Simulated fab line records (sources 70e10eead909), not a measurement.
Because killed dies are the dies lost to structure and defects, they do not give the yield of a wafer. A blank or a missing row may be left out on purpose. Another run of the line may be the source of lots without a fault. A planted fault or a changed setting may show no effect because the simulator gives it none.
fab line records	flow nand-harc
record lots=24	wafers=72	last-day=24
route steps=1159 shown P_ZERO_WELL@19 P_GATE@174 P_CONTACT@233 P_M1@315
lots with no fault: from the same line, run without faults
start-h: hours from the record's opening day to when the first of the lot's shown wafers began	wait-h: time in hours since the lot's previous step	" repeats the value in the row above	L1.1+2: a row that stands for several wafers	- value missing, or start not given	* or withheld: withheld	< > ~ a bound
route shown NAME@n: names a module that has steps shown in the file, with the first one's number in the route	usual: mean/standard deviation taken from wafers without a fault	same: alike in all rows	chamber/n: place in a boat	sites: per-site readings	_std_site: standard deviation of those values	_edge_site: the outer-site mean with the inner-site mean subtracted	radius-mm: for every site, how far away it sits from the centre of the wafer	mask NAME#n: copy n	behind: the last tool/chamber to shape the wafer	hold: why the lot went on hold/how many hours it stayed there/how the hold came to an end	device: the n, p or np transistor that did not switch	end of line: tests of these same wafers at the route's end	a step without rows: its recipe alone	killed: not the wafer's yield, but the dies lost to structure and defects at the first sort	map: a wafer's dies, x killed, . not, _ none there
set.NAME: the setting as run; set.NAME@STEP: as run at that earlier step	model.NAME: the simulator's own value behind a step, which no gauge read
route steps across a sampled set of lots; one table per step, one row per wafer
services: when a tool's chamber went out of use (start-h, in hours from the record's first day, below 0 if earlier), for how many hours, and the reason
## steps
# step NHARC_P_ZERO_WELL_ETCH_63
# recipe target-depth-a=1200	time-s=40.1	hbr-flow-sccm=150	cl2-flow-sccm=50	rf-w=400	icp-w=400	bias-w=100	chemistry=HBr/Cl2
# usual drypump-motor-current-A=5.8/0.45	oes-product-au=0.996/0.0087	throttle-valve-pct=26.406/0.0085
# same time-s=40.1
lot.wafer	tool	chamber	start-h	wait-h	drypump-motor-current-A	oes-product-au	rf-hours-counter-h	throttle-valve-pct
L074.2	rie-si-02	3	13.67	-	5.4	0.989	1.3	26.407
L074.4	"	2	"	"	6.2	1.006	1.3	26.403
L074.6	"	3	"	"	5.4	0.989	-	26.404
L075.1	rie-si-03	2	19.71	-	5.3	1.000	0.4	26.408
L075.2	"	0	"	"	5.4	1.009	0.3	26.404
L075.6	"	2	"	"	5.3	0.992	-	26.404
L076.4	rie-si-06	1	25.81	-	5.8	0.992	0.1	26.403
L076.6	"	3	"	"	6.4	0.992	-	26.396
L076.5	"	0	"	"	5.7	0.983	-	26.402
L077.3	rie-si-06	0	31.71	-	5.7	0.986	0.1	26.406
L077.1	"	1	"	"	5.8	0.985	0.1	26.390
L077.5	"	0	"	"	5.7	0.993	-	26.387
L078.2	rie-si-06	2	37.68	-	4.8	0.985	0.1	26.410
L078.4	"	0	"	"	5.8	0.985	0.3	26.421
L078.5	"	1	"	"	5.8	0.977	-	26.398
L079.4	rie-si-02	1	43.57	-	5.5	0.989	0.0	26.400
L079.6	"	1	"	"	5.5	0.986	-	26.413
L079.5	"	2	"	"	6.3	1.007	-	26.411
L080.4	rie-si-06	2	49.57	-	4.8	1.000	0.3	26.406
L080.6	"	0	"	"	5.7	0.991	-	26.402
L080.5	"	1	"	"	5.8	0.983	-	26.411
L081.3	rie-si-02	3	55.54	-	5.4	0.996	0.0	26.392
L081.1	"	0	"	"	6.3	1.002	0.0	26.419
L081.6	"	0	"	"	6.2	0.991	-	26.395
L082.4	rie-si-06	0	61.69	-	5.7	0.986	0.6	26.398
L082.1	"	1	"	"	5.7	0.994	0.5	26.407
L082.2	"	3	"	"	6.4	1.000	0.5	26.404
L083.3	rie-si-02	0	67.99	-	6.2	0.999	0.2	26.418
L083.1	"	1	"	"	5.5	0.992	0.2	26.405
L083.2	"	2	"	"	6.2	0.999	0.2	26.396
L084.1	rie-si-02	2	73.66	-	6.2	1.014	0.2	26.394
L084.3	"	0	"	"	6.2	1.002	0.2	26.401
L084.2	"	1	"	"	5.5	0.999	0.2	26.408
L085.2	rie-si-06	3	79.68	-	6.4	0.991	0.6	26.407
L085.1	"	0	"	"	5.7	0.994	0.8	26.413
L085.5	"	0	"	"	5.7	0.997	-	26.416
L086.4	rie-si-02	1	85.66	-	5.5	0.995	0.3	26.399
L086.3	"	0	"	"	6.2	0.999	0.4	26.410
L086.5	"	2	"	"	6.3	1.006	-	26.408
L087.1	rie-si-06	1	91.55	-	5.8	0.989	0.7	26.403
L087.2	"	2	"	"	4.8	1.002	0.6	26.403
L087.6	"	3	"	"	6.4	0.992	-	26.416
L088.1	rie-si-02	1	97.81	-	5.5	0.988	0.4	26.397
L088.5	"	0	"	"	6.3	1.010	-	26.416
L088.6	"	1	"	"	5.5	0.994	-	26.400
L089.4	rie-si-02	2	103.65	-	6.2	1.012	0.5	26.402
L089.1	"	3	"	"	5.4	1.019	0.5	26.412
L089.5	"	3	"	"	5.4	0.998	-	26.417
L090.1	rie-si-02	1	109.67	-	5.5	0.995	0.5	26.395
L090.5	"	0	"	"	6.2	1.003	-	26.399
L090.6	"	1	"	"	5.5	0.988	-	26.403
L091.4	rie-si-02	2	115.92	-	6.3	1.003	0.5	26.408
L091.1	"	3	"	"	5.4	0.996	0.6	26.392
L091.5	"	0	"	"	6.2	0.999	-	26.421
L092.1	rie-si-02	0	121.67	-	6.2	0.999	0.7	26.404
L092.3	"	2	"	"	6.2	1.003	0.6	26.415
L092.5	"	1	"	"	5.5	0.988	-	26.414
L093.3	rie-si-02	2	131.58	-	6.3	1.001	0.6	26.407
L093.2	"	0	"	"	6.2	1.001	0.7	26.410
L093.6	"	0	"	"	6.2	0.997	-	26.406
L094.2	rie-si-02	2	133.52	-	6.2	0.997	0.6	26.405
L094.5	"	3	"	"	5.4	0.988	-	26.416
L094.4	"	0	"	"	6.2	1.004	-	26.406
L095.4	rie-si-03	3	139.66	-	5.5	1.000	1.4	26.412
L095.1	"	0	"	"	5.4	1.005	1.5	26.411
L095.5	"	3	"	"	5.5	0.986	-	26.403
L096.2	rie-si-02	1	145.82	-	5.5	0.994	0.7	26.408
L096.4	"	3	"	"	5.4	1.007	0.8	26.400
L096.5	"	1	"	"	5.5	0.984	-	26.403
L097.3	rie-si-03	2	151.68	-	5.3	0.990	1.7	26.404
L097.2	"	3	"	"	5.5	0.988	1.5	26.408
L097.1	"	0	"	"	5.4	0.986	1.6	26.410
# step NHARC_P_GATE_STRIP_111
# recipe power-w=1500	temp-c=110	time-s=250	chemistry=N2/H2
# usual drypump-motor-current-A=5.8/0.6	heater-power-w=95/7
# same time-s=250
lot.wafer	tool	chamber	start-h	wait-h	drypump-motor-current-A	heater-power-w	rf-hours-counter-h
L074.2	plasma-asher-02	1	105.70	0.2	5.8	88	33
L074.4	"	1	"	"	5.8	88	-
L074.6	"	1	"	"	5.8	88	-
L076.4	plasma-asher-02	0	109.46	0.2	6.6	91	-
L076.5	"	0	"	"	6.5	94	-
L076.6	"	1	"	"	5.8	86	-
L075.2	plasma-asher-01	1	110.75	0.2	4.8	104	1
L075.1	"	0	"	"	5.7	101	1
L075.6	"	0	"	"	5.7	101	-
L078.2	plasma-asher-01	0	127.63	0.2	5.8	98	4
L078.4	"	1	"	"	4.8	108	-
L078.5	"	0	"	"	5.7	101	-
L077.1	plasma-asher-02	0	130.23	0.2	6.6	89	38
L077.3	"	1	"	"	5.8	89	-
L077.5	"	0	"	"	6.6	92	-
L079.4	plasma-asher-02	1	133.48	0.3	5.8	88	-
L079.5	"	0	"	"	6.6	93	-
L079.6	"	1	"	"	5.8	89	-
L080.4	plasma-asher-02	0	134.41	0.5	6.6	92	-
L080.6	"	1	"	"	5.8	88	-
L080.5	"	0	"	"	6.6	91	-
L081.1	plasma-asher-02	0	145.59	0.2	6.6	93	44
L081.3	"	1	"	"	5.8	90	-
L081.6	"	1	"	"	5.8	89	-
L082.1	plasma-asher-02	1	146.09	0.5	5.8	89	45
L082.2	"	0	"	"	6.5	96	45
L082.4	"	1	"	"	5.8	86	-
L084.1	plasma-asher-02	0	162.30	0.2	6.6	91	49
L084.2	"	1	"	"	5.8	89	49
L084.3	"	0	"	"	6.5	92	-
L083.1	plasma-asher-01	0	162.68	0.2	5.8	100	18
L083.2	"	1	"	"	4.8	106	18
L083.3	"	1	"	"	4.8	106	-
L085.1	plasma-asher-02	0	169.27	0.2	6.6	93	53
L085.2	"	1	"	"	5.8	88	53
L085.5	"	1	"	"	5.8	89	-
L086.4	plasma-asher-02	1	179.64	0.2	5.8	87	-
L086.3	"	0	"	"	6.6	93	-
L086.5	"	0	"	"	6.6	92	-
L087.2	plasma-asher-01	1	179.70	0.2	4.8	103	24
L087.1	"	0	"	"	5.7	101	24
L087.6	"	1	"	"	4.8	105	-
L088.1	plasma-asher-01	1	193.79	0.2	4.8	105	29
L088.5	"	1	"	"	4.8	105	-
L088.6	"	0	"	"	5.8	100	-
L089.1	plasma-asher-01	1	194.21	0.2	4.8	105	30
L089.4	"	1	"	"	4.8	106	-
L089.5	"	1	"	"	4.8	105	-
L090.1	plasma-asher-02	0	200.24	0.2	6.6	93	3
L090.5	"	0	"	"	6.6	91	-
L090.6	"	1	"	"	5.8	87	-
L091.1	plasma-asher-01	1	206.12	0.2	4.8	105	33
L091.4	"	0	"	"	5.8	100	-
L091.5	"	1	"	"	4.8	106	-
L092.1	plasma-asher-01	0	214.76	0.2	5.8	103	36
L092.3	"	0	"	"	5.8	100	-
L092.5	"	0	"	"	5.8	101	-
L093.2	plasma-asher-02	1	218.73	0.2	5.8	88	9
L093.3	"	0	"	"	6.6	92	-
L093.6	"	0	"	"	6.6	93	-
L094.2	plasma-asher-02	1	219.22	0.2	5.8	87	9
L094.4	"	1	"	"	5.8	86	-
L094.5	"	0	"	"	6.6	92	-
L095.1	plasma-asher-02	0	229.87	0.2	6.5	92	12
L095.4	"	0	"	"	6.6	91	-
L095.5	"	1	"	"	5.8	87	-
L096.2	plasma-asher-01	0	233.27	0.2	5.8	102	41
L096.4	"	0	"	"	5.8	102	-
L096.5	"	0	"	"	5.8	100	-
L097.2	plasma-asher-01	1	233.87	0.2	4.8	109	42
L097.1	"	0	"	"	5.7	100	42
L097.3	"	0	"	"	5.7	101	-
# step NHARC_P_GATE_DESCUM_61
# recipe time-s=3	o2-flow-sccm=200	ar-flow-sccm=0	bias-power-w=0	chemistry=O2
# usual drypump-motor-current-A=5.7/0.44	oes-product-au=1.002/0.012	rf-vpp-V=57.9/0.92	showerhead-plenum-p-Torr=1.92/0.05	throttle-valve-pct=11.311/0.0089
# same time-s=3
lot.wafer	tool	chamber	start-h	wait-h	drypump-motor-current-A	oes-product-au	rf-hours-counter-h	rf-vpp-V	showerhead-plenum-p-Torr	throttle-valve-pct
L074.4	rie-diel-11	2	106.91	-	6.0	0.997	31	57.6	1.99	11.324
L074.2	"	1	"	"	5.3	0.997	28	58.0	1.83	11.310
L074.6	"	2	"	"	6.0	1.000	-	59.1	1.99	11.314
L076.4	rie-diel-13	0	110.78	-	5.6	1.003	1	59.6	1.93	11.311
L076.5	"	2	"	"	6.1	1.017	-	57.8	1.98	11.307
L076.6	"	3	"	"	5.1	1.008	-	55.9	1.88	11.294
L075.2	rie-diel-13	1	112.13	-	6.1	0.984	0	57.7	1.91	11.292
L075.1	"	2	"	"	6.1	1.008	1	57.9	1.98	11.301
L075.6	"	1	"	"	6.1	0.996	-	58.3	1.91	11.298
L078.2	rie-diel-11	3	128.84	-	5.0	1.004	39	56.9	1.91	11.321
L078.4	"	0	"	"	6.0	1.005	37	55.6	1.93	11.337
L078.5	"	0	"	"	6.0	1.023	-	56.7	1.93	11.306
L077.1	rie-diel-13	0	131.46	-	5.6	1.005	4	59.9	1.93	11.303
L077.3	"	2	"	"	6.2	1.020	5	58.1	1.98	11.292
L077.5	"	0	"	"	5.6	1.014	-	57.9	1.93	11.306
L079.4	rie-diel-11	2	134.80	-	6.0	0.994	40	58.2	1.99	11.319
L079.6	"	2	"	"	6.0	0.999	-	57.2	1.99	11.312
L079.5	"	3	"	"	5.0	0.990	-	57.8	1.91	11.312
L080.4	rie-diel-13	2	135.54	-	6.1	1.006	6	59.7	1.98	11.312
L080.5	"	0	"	"	5.6	1.012	-	58.0	1.93	11.308
L080.6	"	1	"	"	6.1	0.986	-	57.4	1.91	11.329
L081.1	rie-diel-11	2	146.86	-	6.0	0.992	44	60.5	1.99	11.318
L081.3	"	1	"	"	5.3	0.991	42	57.7	1.83	11.318
L081.6	"	3	"	"	5.0	0.988	-	58.1	1.91	11.309
L082.1	rie-diel-11	1	147.48	-	5.4	1.010	42	56.6	1.83	11.307
L082.4	"	3	"	"	5.0	1.000	46	58.0	1.91	11.319
L082.2	"	0	"	"	6.0	1.016	43	58.5	1.92	11.324
L084.1	rie-diel-09	2	163.56	-	5.4	0.992	33	56.0	1.95	11.308
L084.3	"	3	"	"	5.7	0.995	34	58.3	1.86	11.322
L084.2	"	1	"	"	6.7	1.001	32	58.1	2.02	11.315
L083.2	rie-diel-13	3	163.94	-	5.1	1.004	10	60.1	1.88	11.305
L083.1	"	0	"	"	5.5	1.009	10	59.4	1.93	11.307
L083.3	"	1	"	"	6.1	0.987	10	57.4	1.91	11.300
L085.2	rie-diel-09	3	170.56	-	5.7	1.000	36	57.8	1.86	11.300
L085.1	"	0	"	"	5.5	1.009	33	59.0	2.02	11.321
L085.5	"	0	"	"	5.5	1.015	-	59.1	2.02	11.316
L086.3	rie-diel-11	3	180.82	-	5.0	1.004	58	58.4	1.90	11.309
L086.4	"	1	"	"	5.3	0.998	53	58.7	1.82	11.322
L086.5	"	3	"	"	5.0	1.001	-	57.4	1.90	11.316
L087.1	rie-diel-11	0	181.11	-	6.0	1.001	54	58.5	1.92	11.310
L087.2	"	1	"	"	5.3	0.987	53	57.1	1.82	11.298
L087.6	"	3	"	"	5.0	1.004	-	59.1	1.90	11.301
L088.1	rie-diel-13	3	195.17	-	5.1	1.001	17	59.1	1.88	11.314
L088.6	"	3	"	"	5.1	1.015	-	58.0	1.88	11.310
L088.5	"	0	"	"	5.6	1.027	-	58.2	1.93	11.322
L089.1	rie-diel-13	2	195.81	-	6.1	1.019	17	56.6	1.97	11.330
L089.4	"	0	"	"	5.6	1.021	16	58.4	1.93	11.317
L089.5	"	1	"	"	6.1	0.981	-	57.8	1.90	11.321
L090.1	rie-diel-13	1	201.66	-	6.1	0.983	18	56.2	1.90	11.300
L090.6	"	2	"	"	6.1	1.014	-	57.5	1.97	11.314
L090.5	"	3	"	"	5.1	1.003	-	58.2	1.88	11.316
L091.1	rie-diel-13	1	207.46	-	6.1	0.986	19	59.3	1.90	11.308
L091.4	"	2	"	"	6.1	1.011	19	57.7	1.97	11.315
L091.5	"	0	"	"	5.6	1.013	-	58.6	1.93	11.316
L092.3	rie-diel-13	0	216.14	-	5.6	0.999	20	59.1	1.93	11.323
L092.1	"	3	"	"	5.1	1.000	20	56.3	1.88	11.309
L092.5	"	1	"	"	6.1	0.991	-	58.7	1.90	11.307
L093.3	rie-diel-13	3	219.96	-	5.1	0.999	20	56.7	1.88	11.316
L093.2	"	0	"	"	5.6	1.008	20	58.7	1.93	11.315
L093.6	"	2	"	"	6.1	1.010	-	56.5	1.97	11.321
L094.4	rie-diel-11	3	220.49	-	5.0	0.992	7	57.3	1.90	11.302
L094.2	"	1	"	"	5.3	0.995	5	56.6	1.82	11.299
L094.5	"	0	"	"	6.0	1.003	-	58.6	1.92	11.314
L095.1	rie-diel-13	3	231.21	-	5.1	0.995	21	56.6	1.88	11.301
L095.4	"	1	"	"	6.1	0.992	21	58.9	1.90	11.302
L095.5	"	0	"	"	5.6	1.015	-	56.5	1.93	11.320
L096.4	rie-diel-09	3	234.67	-	5.7	1.010	60	56.9	1.85	11.296
L096.2	"	0	"	"	5.5	1.003	57	57.4	2.02	11.317
L096.5	"	3	"	"	5.7	0.996	-	56.6	1.85	11.302
L097.3	rie-diel-11	1	235.32	-	5.3	0.996	9	58.4	1.82	11.323
L097.2	"	2	"	"	6.0	0.991	11	58.9	1.98	11.295
L097.1	"	0	"	"	6.0	1.006	11	57.2	1.92	11.317
# step NHARC_P_GATE_RTA_64
# recipe temp-c=1050	time-s=1
# usual lamp-power-pct=36.1/0.76	lamp_zone_1_pct=36.1/0.75	wafer_temp_C_max=1056.0/1.1
# same time-s=1
lot.wafer	tool	chamber	start-h	wait-h	lamp-power-pct	lamp_zone_1_pct	wafer_temp_C_max
L074.2	rtp-anneal-02	0	110.52	-	36.5	36.6	1054.8
L074.4	"	0	"	"	36.5	36.6	1054.6
L074.6	"	0	"	"	36.6	36.6	1055.5
L076.4	rtp-anneal-02	0	114.08	-	36.7	36.6	1058.0
L076.5	"	0	"	"	36.6	36.6	1055.7
L076.6	"	0	"	"	36.6	36.6	1055.6
L075.1	rtp-anneal-02	0	115.59	-	36.7	36.6	1054.3
L075.2	"	0	"	"	36.6	36.7	1056.9
L075.6	"	0	"	"	36.6	36.6	1055.0
L078.2	rtp-anneal-02	0	132.24	-	36.7	36.6	1055.7
L078.4	"	0	"	"	36.7	36.7	1054.7
L078.5	"	0	"	"	36.7	36.6	1056.4
L077.1	rtp-anneal-01	0	134.92	-	35.0	35.0	1056.5
L077.3	"	0	"	"	35.0	35.0	1056.6
L077.5	"	0	"	"	35.0	35.0	1056.2
L079.4	rtp-anneal-02	0	138.25	-	36.7	36.6	1055.7
L079.5	"	0	"	"	36.7	36.6	1056.1
L079.6	"	0	"	"	36.7	36.6	1053.5
L080.4	rtp-anneal-02	0	139.02	-	36.6	36.6	1056.6
L080.5	"	0	"	"	36.7	36.7	1055.6
L080.6	"	0	"	"	36.6	36.6	1055.6
L081.1	rtp-anneal-01	0	150.74	-	35.0	35.0	1054.5
L081.3	"	0	"	"	35.0	34.9	1055.0
L081.6	"	0	"	"	35.0	35.0	1055.5
L082.1	rtp-anneal-01	0	151.02	-	34.9	35.0	1055.8
L082.2	"	0	"	"	35.0	34.9	1057.1
L082.4	"	0	"	"	35.0	35.0	1056.7
L084.1	rtp-anneal-02	0	166.88	-	36.5	36.6	1055.7
L084.2	"	0	"	"	36.7	36.6	1056.5
L084.3	"	0	"	"	36.5	36.5	1053.7
L083.1	rtp-anneal-02	0	167.35	-	36.6	36.7	1056.8
L083.2	"	0	"	"	36.6	36.7	1056.8
L083.3	"	0	"	"	36.7	36.6	1056.4
L085.1	rtp-anneal-02	0	173.86	-	36.6	36.6	1054.4
L085.2	"	0	"	"	36.5	36.6	1055.7
L085.5	"	0	"	"	36.6	36.6	1056.0
L086.3	rtp-anneal-01	0	184.21	-	35.0	35.0	1056.5
L086.4	"	0	"	"	34.9	35.0	1058.1
L086.5	"	0	"	"	35.0	35.0	1056.6
L087.1	rtp-anneal-01	0	184.36	-	35.0	34.9	1056.3
L087.2	"	0	"	"	35.0	35.0	1055.0
L087.6	"	0	"	"	35.0	35.0	1055.3
L088.1	rtp-anneal-02	0	198.54	-	36.6	36.4	1057.0
L088.5	"	0	"	"	36.5	36.6	1055.5
L088.6	"	0	"	"	36.5	36.5	1056.8
L089.1	rtp-anneal-02	0	199.41	-	36.6	36.6	1057.2
L089.4	"	0	"	"	36.5	36.6	1055.3
L089.5	"	0	"	"	36.6	36.6	1056.7
L090.1	rtp-anneal-02	0	205.06	-	36.6	36.7	1056.9
L090.5	"	0	"	"	36.6	36.6	1057.1
L090.6	"	0	"	"	36.7	36.7	1055.4
L091.1	rtp-anneal-02	0	210.69	-	36.7	36.6	1055.6
L091.4	"	0	"	"	36.6	36.6	1056.3
L091.5	"	0	"	"	36.6	36.6	1055.2
L092.1	rtp-anneal-02	0	219.53	-	36.6	36.7	1058.5
L092.3	"	0	"	"	36.7	36.6	1053.8
L092.5	"	0	"	"	36.7	36.7	1056.8
L093.2	rtp-anneal-01	0	223.36	-	34.9	35.0	1053.9
L093.3	"	0	"	"	35.0	35.0	1054.7
L093.6	"	0	"	"	34.9	35.0	1055.1
L094.2	rtp-anneal-01	0	224.03	-	35.0	35.0	1054.6
L094.4	"	0	"	"	35.0	35.0	1060.0
L094.5	"	0	"	"	35.0	35.0	1056.3
L095.1	rtp-anneal-02	0	234.57	-	36.6	36.6	1056.6
L095.4	"	0	"	"	36.6	36.6	1057.3
L095.5	"	0	"	"	36.6	36.7	1054.8
L096.2	rtp-anneal-02	0	238.08	-	36.7	36.6	1055.6
L096.4	"	0	"	"	36.7	36.6	1056.1
L096.5	"	0	"	"	36.7	36.6	1055.5
L097.1	rtp-anneal-02	0	238.75	-	36.7	36.7	1055.0
L097.2	"	0	"	"	36.7	36.7	1056.9
L097.3	"	0	"	"	36.6	36.6	1057.0
# step NHARC_P_CONTACT_OVL_MEAS_13
# usual overlay-x-nm=-0.1/0.82	overlay-y-nm=0.3/0.77
lot.wafer	tool	chamber	start-h	wait-h	overlay-x-nm	overlay-y-nm
L074.2	overlay-01	-	113.50	-	-0.8	-0.2
L074.4	"	-	"	"	-0.7	0.0
L074.6	"	-	"	"	-1.0	-0.4
L076.4	overlay-01	-	117.15	-	-0.7	0.1
L076.5	"	-	"	"	-0.5	-0.4
L076.6	"	-	"	"	-0.3	0.1
L075.1	overlay-02	-	118.51	-	-0.6	0.4
L075.2	"	-	"	"	0.2	0.4
L075.6	"	-	"	"	0.0	0.3
L078.2	overlay-02	-	135.19	-	1.2	1.0
L078.4	"	-	"	"	1.1	0.5
L078.5	"	-	"	"	1.7	0.5
L077.1	overlay-01	-	137.87	-	1.2	0.6
L077.3	"	-	"	"	0.9	-0.1
L077.5	"	-	"	"	1.1	1.2
L079.4	overlay-02	-	141.02	-	0.3	-1.2
L079.5	"	-	"	"	0.7	-0.9
L079.6	"	-	"	"	1.1	-0.4
L080.4	overlay-02	-	141.77	-	-0.5	0.1
L080.5	"	-	"	"	-0.2	0.2
L080.6	"	-	"	"	0.1	-0.5
L081.1	overlay-02	-	153.79	-	-0.8	0.4
L081.3	"	-	"	"	-0.2	0.5
L081.6	"	-	"	"	0.0	0.9
L082.1	overlay-02	-	154.07	-	-1.0	1.1
L082.2	"	-	"	"	-0.4	0.6
L082.4	"	-	"	"	-0.7	0.7
L084.1	overlay-01	-	169.82	-	0.6	0.7
L084.2	"	-	"	"	0.1	0.8
L084.3	"	-	"	"	0.2	1.1
L083.1	overlay-01	-	170.40	-	0.4	0.8
L083.2	"	-	"	"	0.1	1.6
L083.3	"	-	"	"	0.2	1.1
L085.1	overlay-02	-	176.71	-	0.0	0.1
L085.2	"	-	"	"	-0.2	0.4
L085.5	"	-	"	"	0.4	0.6
L086.3	overlay-02	-	186.99	-	0.1	-0.2
L086.4	"	-	"	"	-0.1	-0.6
L086.5	"	-	"	"	0.0	-1.0
L087.1	overlay-02	-	187.38	-	0.6	-1.1
L087.2	"	-	"	"	0.7	-1.0
L087.6	"	-	"	"	0.5	-0.9
L088.1	overlay-01	-	201.74	-	0.9	0.2
L088.5	"	-	"	"	0.3	0.5
L088.6	"	-	"	"	0.9	0.1
L089.1	overlay-02	-	202.51	-	-0.4	0.5
L089.4	"	-	"	"	-0.5	0.2
L089.5	"	-	"	"	-0.1	0.9
L090.1	overlay-02	-	207.90	-	0.8	-1.6
L090.5	"	-	"	"	0.8	-1.6
L090.6	"	-	"	"	0.4	-0.5
L091.1	overlay-02	-	214.06	-	-1.2	-0.1
L091.4	"	-	"	"	-1.0	1.0
L091.5	"	-	"	"	-1.0	-0.1
L092.1	overlay-01	-	222.37	-	-1.4	1.8
L092.3	"	-	"	"	-1.2	2.2
L092.5	"	-	"	"	-0.7	2.2
L093.2	overlay-01	-	226.27	-	1.1	0.6
L093.3	"	-	"	"	1.5	1.3
L093.6	"	-	"	"	0.9	1.1
L094.2	overlay-02	-	227.23	-	-1.4	0.1
L094.4	"	-	"	"	-1.3	0.4
L094.5	"	-	"	"	-1.4	0.3
L095.1	overlay-02	-	237.63	-	-0.7	-0.1
L095.4	"	-	"	"	-1.2	-0.2
L095.5	"	-	"	"	-1.0	-0.7
L097.1	overlay-01	-	241.84	-	0.0	1.0
L097.2	"	-	"	"	-0.2	1.0
L097.3	"	-	"	"	0.4	1.1
L096.2	overlay-02	-	242.01	-	-0.9	0.4
L096.4	"	-	"	"	-0.9	0.6
L096.5	"	-	"	"	-1.6	0.4
# step NHARC_P_M1_INSPECT_27
# usual raw-defect-count=317/120
lot.wafer	tool	chamber	start-h	wait-h	raw-defect-count
L074.2	defect-inspect-01	-	125.99	0.0	280
L074.4	"	-	"	"	289
L074.6	"	-	"	"	330
L076.4	defect-inspect-01	-	128.87	0.0	174
L076.5	"	-	"	"	190
L076.6	"	-	"	"	299
L075.1	defect-inspect-02	-	133.36	0.0	295
L075.2	"	-	"	"	181
L075.6	"	-	"	"	220
L078.2	defect-inspect-02	-	146.70	0.0	260
L078.4	"	-	"	"	550
L078.5	"	-	"	"	262
L077.1	defect-inspect-01	-	148.63	0.0	335
L077.3	"	-	"	"	582
L077.5	"	-	"	"	460
L079.4	defect-inspect-02	-	156.58	0.0	568
L079.5	"	-	"	"	362
L079.6	"	-	"	"	527
L080.4	defect-inspect-01	-	157.33	0.0	263
L080.5	"	-	"	"	239
L080.6	"	-	"	"	495
L081.1	defect-inspect-01	-	166.76	0.0	248
L081.3	"	-	"	"	232
L081.6	"	-	"	"	174
L082.1	defect-inspect-01	-	167.88	0.0	465
L082.2	"	-	"	"	327
L082.4	"	-	"	"	313
L084.1	defect-inspect-01	-	180.77	0.0	186
L084.2	"	-	"	"	183
L084.3	"	-	"	"	264
L083.1	defect-inspect-01	-	181.44	0.0	393
L083.2	"	-	"	"	558
L083.3	"	-	"	"	226
L085.1	defect-inspect-02	-	188.12	0.0	269
L085.2	"	-	"	"	488
L085.5	"	-	"	"	592
L086.3	defect-inspect-01	-	199.88	0.0	354
L086.4	"	-	"	"	464
L086.5	"	-	"	"	298
L087.1	defect-inspect-01	-	200.89	0.0	267
L087.2	"	-	"	"	296
L087.6	"	-	"	"	398
L088.1	defect-inspect-01	-	218.33	0.0	593
L088.5	"	-	"	"	403
L088.6	"	-	"	"	479
L089.1	defect-inspect-02	-	218.48	0.0	231
L089.4	"	-	"	"	164
L089.5	"	-	"	"	169
L090.1	defect-inspect-02	-	220.79	0.0	219
L090.5	"	-	"	"	304
L090.6	"	-	"	"	512
L091.1	defect-inspect-02	-	227.21	0.0	256
L091.4	"	-	"	"	190
L091.5	"	-	"	"	465
L092.1	defect-inspect-02	-	233.93	0.0	379
L092.3	"	-	"	"	367
L092.5	"	-	"	"	174
L093.2	defect-inspect-01	-	242.11	0.0	194
L093.3	"	-	"	"	282
L093.6	"	-	"	"	218
L094.2	defect-inspect-02	-	243.13	0.0	225
L094.4	"	-	"	"	485
L094.5	"	-	"	"	276
L095.1	defect-inspect-01	-	248.77	0.0	334
L095.4	"	-	"	"	447
L095.5	"	-	"	"	410
L097.1	defect-inspect-01	-	253.38	0.0	203
L097.2	"	-	"	"	221
L097.3	"	-	"	"	193
L096.2	defect-inspect-02	-	253.93	0.0	240
L096.4	"	-	"	"	350
L096.5	"	-	"	"	398
## services
tool	chamber	start-h	hours	kind
rie-si-06	-	6.00	9.0	pm
plasma-asher-02	-	6.02	9.0	pm
rie-diel-11	-	13.56	9.0	pm
rie-diel-09	3	16.75	10.7	repair
rie-si-02	-	34.00	9.0	pm
rie-diel-13	0	48.88	9.2	repair
rie-diel-11	3	51.60	7.4	repair
rie-diel-09	-	77.10	9.0	pm
rie-si-02	0	77.47	2.4	repair
rie-diel-11	3	84.31	1.8	repair
rie-diel-11	0	90.82	5.3	repair
rie-diel-13	-	99.00	9.0	pm
plasma-asher-01	-	99.61	9.0	pm
rie-diel-11	2	115.21	4.2	repair
rie-diel-11	-	116.17	0.1	repair
plasma-asher-02	-	125.13	3.3	repair
rie-diel-09	2	129.31	2.8	repair
rie-si-02	1	130.77	3.4	repair
rie-si-02	0	160.85	10.1	repair
rie-si-06	-	183.00	9.0	pm
plasma-asher-02	-	183.66	9.0	pm
rie-diel-11	-	190.85	9.0	pm
rie-si-02	-	211.00	9.0	pm
rie-diel-11	1	223.95	4.9	repair
## key
fault none
